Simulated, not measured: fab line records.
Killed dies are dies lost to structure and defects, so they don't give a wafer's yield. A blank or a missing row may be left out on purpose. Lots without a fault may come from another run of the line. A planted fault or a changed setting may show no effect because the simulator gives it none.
3 desks, one fault / flow n5_finfet / each desk holds nothing but its own numbers, with what lay behind them at the end
Where a reading is given only as a bound, like >300, the bound stands for it, and a mean or a difference that rests on one is marked > or <: the true number lies beyond.

## AT THE TOOL OWNER'S DESK: rie_diel-03
The tool's own readings at N5_SD_EPI_N_ETCH_34 (etches SiARC in CF4, target depth 45.5 nm, time 75.8 s): means of the sampled wafers that have a number, for each lot that ran on this tool. Marked OUT: a lot whose mean sits more than 4 standard deviations from the usual mean, which makes it out of limits; the brackets give that distance.
Columns: A = drypump_motor_current_A at N5_SD_EPI_N_ETCH_34, usual 5.7 A; B = etch_rf_on_time_s at N5_SD_EPI_N_ETCH_34, usual 75.4 s; C = oes_product_au at N5_SD_EPI_N_ETCH_34, usual 0.69 a.u.; D = rf_vpp_V at N5_SD_EPI_N_ETCH_34, usual 184.0 V; E = showerhead_plenum_p_Torr at N5_SD_EPI_N_ETCH_34, usual 2.14 Torr; F = throttle_valve_pct at N5_SD_EPI_N_ETCH_34, usual 15.62 %
lot=L834; first seen here=day 3 04:23; A=6.0; B=74.0; C=0.67; D=184.4; E=2.18; F=15.82
lot=L836; first seen here=day 3 14:44; A=5.8; B=78.3; C=0.63; D=182.9; E=2.07; F=15.75
lot=L846; first seen here=day 6 05:02; A=5.8; B=77.8; C=0.62; D=182.8; E=2.06; F=15.80
lot=L847; first seen here=day 6 07:05; A=5.4; B=76.2; C=0.69; D=182.9; E=2.06; F=15.61
This desk's finding: nothing out of limits on any of the 4 lots.

## THE DEFECT DESK
What the inspections along the route counted, lot by lot: means of the sampled wafers that have a number. Marked OUT: a lot whose mean sits more than 4 standard deviations from the usual mean, which makes it out of limits; the brackets give that distance.
Columns: A = raw_defect_count at N5_SD_EPI_N_INSPECT_26, usual 201; B = raw_defect_count at N5_SD_EPI_P_INSPECT_11, usual 2.1
lot=L834; first seen here=day 3 08:41; A=220; B=3.3
lot=L836; first seen here=day 3 18:39; A=211; B=2.0
lot=L841; first seen here=day 5 02:06; A=208; B=0.7
lot=L846; first seen here=day 6 09:55; A=864 (+16) OUT; B=>200 (+99 or more) OUT
lot=L847; first seen here=day 6 11:44; A=470 (+6.4) OUT; B=>102 (>+66) OUT
lot=L850; first seen here=day 7 09:50; A=168; B=2.3
lot=L856; first seen here=day 8 19:23; A=190; B=2.0
lot=L855; first seen here=day 8 19:36; A=208; B=2.3
This desk's finding: out of limits on L846, L847; first on L846, day 6 09:55 (raw_defect_count at N5_SD_EPI_N_INSPECT_26). L834, L836, L841, L850, L856, L855: within limits.

## THE METROLOGY DESK
Lot by lot, what the gauges showed, no matter which tool ran the lot: averages of those sampled wafers that carry a number. Marked OUT: a lot whose mean sits more than 4 standard deviations from the usual mean, which makes it out of limits; the brackets give that distance. Only the readings that lie furthest out on some lot appear, 7 of the 11 it has.
Columns: A = SD_P_BLK_OVL at N5_SD_EPI_P_OVL_MEAS_10, usual 0.3 nm; B = DIBL_N at N5_BEOL_M4_RC_MEAS_101, usual 35.3 mV/V; C = IOFF_N at N5_BEOL_M4_RC_MEAS_101, usual 0.145 nA/um; D = IOFF_P at N5_BEOL_M4_RC_MEAS_101, usual 0.20 nA/um; E = ION_P at N5_BEOL_M4_RC_MEAS_101, usual 462 uA/um; F = SS_P at N5_BEOL_M4_RC_MEAS_101, usual 73.1 mV/dec; G = VT_N at N5_BEOL_M4_RC_MEAS_101, usual 251 mV
lot=L834; first seen here=day 3 08:59; A=0.2; B=34.6; C=0.140; D=0.18; E=460; F=72.5; G=250
lot=L836; first seen here=day 3 19:05; A=0.8; B=35.0; C=0.167; D=0.22; E=463; F=74.1; G=246
lot=L841; first seen here=day 5 02:32; A=-0.4; B=34.5; C=0.140; D=0.19; E=468; F=72.4; G=250
lot=L846; first seen here=day 6 10:13; A=-0.2; B=35.8; C=0.152; D=0.21; E=460; F=73.4; G=249
lot=L847; first seen here=day 6 12:02; A=1.2; B=33.8; C=0.116; D=0.16; E=453; F=73.0; G=255
lot=L850; first seen here=day 7 10:08; A=0.5; B=36.0; C=0.170; D=0.21; E=464; F=72.9; G=249
lot=L856; first seen here=day 8 19:49; A=0.1; B=36.4; C=0.140; D=0.20; E=460; F=73.2; G=251
lot=L855; first seen here=day 8 20:02; A=0.3; B=35.9; C=0.152; D=0.19; E=459; F=73.1; G=249
This desk's finding: nothing out of limits on any of the 8 lots.

## TAKEN TOGETHER
The defect desk could have raised an alarm at day 6 09:55, on L846, L847.
The tool owner's desk saw nothing out of limits.
From the metrology desk's view, nothing was out of limits.
On record at the tool owner's desk: L846, L847, within its limits.
The metrology desk holds a record of L846, L847, inside its limits.
Every lot named ran N5_SD_EPI_N_ETCH_34 on rie_diel-03.

## WHAT WAS PUT IN BY THE SIMULATOR
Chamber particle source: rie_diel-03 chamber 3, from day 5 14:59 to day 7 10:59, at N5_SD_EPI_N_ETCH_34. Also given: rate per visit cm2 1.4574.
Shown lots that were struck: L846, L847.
Hours from the fault's start to each desk's first reading out of limits: the defect desk, 19.
